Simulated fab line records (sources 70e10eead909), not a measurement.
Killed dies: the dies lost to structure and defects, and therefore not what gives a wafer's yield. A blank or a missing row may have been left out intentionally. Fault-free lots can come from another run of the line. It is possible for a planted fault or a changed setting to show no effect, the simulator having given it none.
Matching of chambers	flow nand-harc	NHARC_A_M1_ETCH_35 on rie-diel-02: 4 sister chambers
The step etches the open film in N2/H2, target depth 40 nm, overetch 12 nm, time 43.94 s. 20 wafers are shown with their chamber, then 10 later ones without.

WAFERS PAIRED WITH THEIR CHAMBERS
wafer	chamber	drypump-motor-current-A (A)	rf-vpp-V (V)	oes-product-au (a.u.)
L074.2	1	6.1	432.9	1.001
L074.3	0	5.2	433.5	1.015
L074.5	3	5.4	433.4	0.990
L078.2	2	6.0	427.9	1.022
L078.3	0	5.1	434.4	1.006
L078.6	0	5.2	434.0	1.009
L081.2	3	5.4	432.5	1.002
L081.4	2	6.0	427.5	1.026
L081.5	3	5.4	433.1	1.001
L083.1	0	5.2	433.3	1.032
L083.2	3	5.4	432.4	0.989
L083.3	1	6.1	431.2	1.008
L083.4	2	6.0	427.3	1.016
L083.5	3	5.4	432.3	0.983
L083.6	0	5.2	433.8	1.034
L084.4	3	5.4	434.2	0.996
L084.5	2	6.0	427.8	1.029
L084.6	1	6.1	432.1	1.014
L086.1	1	6.1	431.6	1.021
L086.2	3	5.4	433.7	0.993

SIGNATURES (means of the wafers above)
reading	chamber 0	chamber 1	chamber 2	chamber 3	scatter within a chamber
drypump-motor-current-A	5.180	6.100	6.000	5.400	0.0224
rf-vpp-V	433.800	431.950	427.625	433.086	0.598
oes-product-au	1.01920	1.01100	1.02325	0.99343	0.00891
Rule: distance of a wafer from a chamber = root of the sum over the readings of ((wafer's reading minus chamber's mean) / reading's scatter) squared. The wafer belongs to the nearest chamber; if the next one is less than 2 further off, it can't be placed. The scatter: the root of (the sum of the squares of (reading less its chamber's mean) over the shown wafers, divided by (wafers less chambers)).

WAFERS MISSING THEIR CHAMBER
wafer	drypump-motor-current-A (A)	rf-vpp-V (V)	oes-product-au (a.u.)
L086.4	5.1	433.0	1.022
L089.3	5.2	432.6	1.026
L089.4	6.0	428.1	1.018
L089.5	5.4	432.5	0.998
L090.1	5.4	431.8	0.998
L090.5	5.4	434.3	0.991
L090.6	5.2	433.9	1.016
L094.2	5.2	433.3	1.019
L094.3	5.4	432.7	1.001
L094.4	5.4	432.4	0.988

EACH ONE'S CHAMBER
wafer	from the rows above	in truth
L086.4	0	0
L089.3	0	0
L089.4	2	2
L089.5	3	3
L090.1	3	3
L090.5	3	3
L090.6	0	0
L094.2	0	0
L094.3	3	3
L094.4	3	3
10 of 10 placed correctly. From these rows, 0 cannot be placed. 0 placed wrongly.
